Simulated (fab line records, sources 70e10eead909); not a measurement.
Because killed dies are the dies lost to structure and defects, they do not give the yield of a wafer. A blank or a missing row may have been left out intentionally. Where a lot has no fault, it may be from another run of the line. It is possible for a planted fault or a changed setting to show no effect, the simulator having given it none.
8D (eight disciplines) problem report, filled in by code :: flow nand_harc :: the parts of the form that need people (team, actions taken, sign-off) are left out

== 1. WHAT WENT WRONG ==
sort_bin_2_pct at NHARC_END_SORT_01 reads a mean of 97.8 % on 6 wafers of 2 lots; wafers without a fault read 1.3 % with a standard deviation of 0.54. So: +99 or more standard deviations from the usual mean.
First observed at day 22 13:55: wafer L671.2, on prober-02. At this step, 7 wafers from 3 lots have a number in the record. Rule for "out", or "out of limits": more than 4 standard deviations from the usual mean. All remaining wafers that have a number are taken as sound.

== 2. WHAT IT IS; WHAT IT IS NOT ==
question: which readings at this step
is: sort_bin_2_pct, defect_limited_yield, killed_at_array, killed_dies, sort_n_pass, sort_rim_yield_pct, sort_yield_pct
is not: killed_at_other, killed_open, killed_short, sort_bin_3_pct, sort_bin_4_pct

question: which lots
is: L670, L671
is not: L668

question: which wafers of those lots
is: all that have a number
is not: -

question: read on which gauges
is: prober-02
is not: -

question: when
is: from day 22 13:55
is not: up to then (1 sound wafer)

== 3. WHAT RULES OUT EACH SUSPECT ==
Counting: a tool at any process step up to the reading remains a suspect when it ran all the lots that are out and ran no sound lot after the first of those.
- the gauge at NHARC_END_SORT_01: kept. All the wafers that are out were read on prober-02, and no step on other tools shows them out.
- pvd_sputter-02 at NHARC_A_M1_PVD_20 (deposits TaN, target thk 5 nm, time 8.06 s): kept. It ran every lot that is out, first L670 (day 20 21:26), and no sound lot after that. NHARC_A_M1_PVD_20 gives no start for some lots, so the hours and the order of its lots are those of NHARC_A_M1_PVD_21.
- pvd_sputter-02 at NHARC_A_M1_PVD_21 (deposits Cu, target thk 30 nm, time 20.49 s): kept. It ran every lot that is out, first L670 (day 20 21:26), and no sound lot after that.
- pecvd-02 at NHARC_A_M1_DEP_33 (deposits SiCN, target thk 30 nm): kept. It ran every lot that is out, first L670 (day 20 23:37), and no sound lot after that.
Left after counting: pvd_sputter-02 at NHARC_A_M1_PVD_20, pvd_sputter-02 at NHARC_A_M1_PVD_21, pecvd-02 at NHARC_A_M1_DEP_33, prober-02 at NHARC_END_SORT_01.

== 4. THE CAUSE (what the simulator had put in) ==
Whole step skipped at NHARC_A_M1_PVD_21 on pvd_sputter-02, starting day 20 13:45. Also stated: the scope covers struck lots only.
Counting left 4 suspects, and this tool is among them.

== 5. THE CHAIN OF EFFECTS, in route order ==
Rows list readings where the struck wafers' mean (over those with a number) sits beyond 3 standard deviations from the usual. Readings are gone through only where the record gives a usual standard deviation; hours: the median, over the lots, of the time from a lot's start at the first step in this table giving one to that lot's start at this step; sigmas: the change measured in usual standard deviations.
hours: 0
step: NHARC_END_SORT_01
reading: defect_limited_yield
usual: 95.8 %
on struck wafers: 0.0
change: -95.8
sigmas: -80

hours: 0
step: NHARC_END_SORT_01
reading: killed_at_array
usual: 24
on struck wafers: 673
change: +649
sigmas: +88

hours: 0
step: NHARC_END_SORT_01
reading: killed_dies
usual: 28
on struck wafers: 677
change: +649
sigmas: +81

hours: 0
step: NHARC_END_SORT_01
reading: sort_bin_2_pct
usual: 1.3 %
on struck wafers: 97.8
change: +96.5
sigmas: +99 or more

hours: 0
step: NHARC_END_SORT_01
reading: sort_n_pass
usual: 649
on struck wafers: 0
change: -649
sigmas: -81

hours: 0
step: NHARC_END_SORT_01
reading: sort_rim_yield_pct
usual: 94.2 %
on struck wafers: 0.0
change: -94.2
sigmas: -35

hours: 0
step: NHARC_END_SORT_01
reading: sort_yield_pct
usual: 95.8 %
on struck wafers: 0.0
change: -95.8
sigmas: -80
Readings that are blank on the struck wafers while sound wafers have them: cathode_dc_power_W at NHARC_A_M1_PVD_21; chamber_pressure_pa at NHARC_A_M1_PVD_21; throttle_valve_pct at NHARC_A_M1_PVD_21.

== 6. HOW IT WOULD HAVE BEEN CAUGHT EARLIER ==
Counted from the fault's start at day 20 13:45, it took 48 hours until the first out-of-limits reading at a measuring or inspecting step in this record, taken at day 22 13:55.
At NHARC_A_M1_PVD_21 the tool's readings are blank on the struck wafers, where sound wafers have them: an empty tool record is the first sign, and it was there at once.
Lots out: 2; all had begun NHARC_A_M1_PVD_21 on pvd_sputter-02 by day 22 13:55. Holding the tool at that point would not have protected any of them.
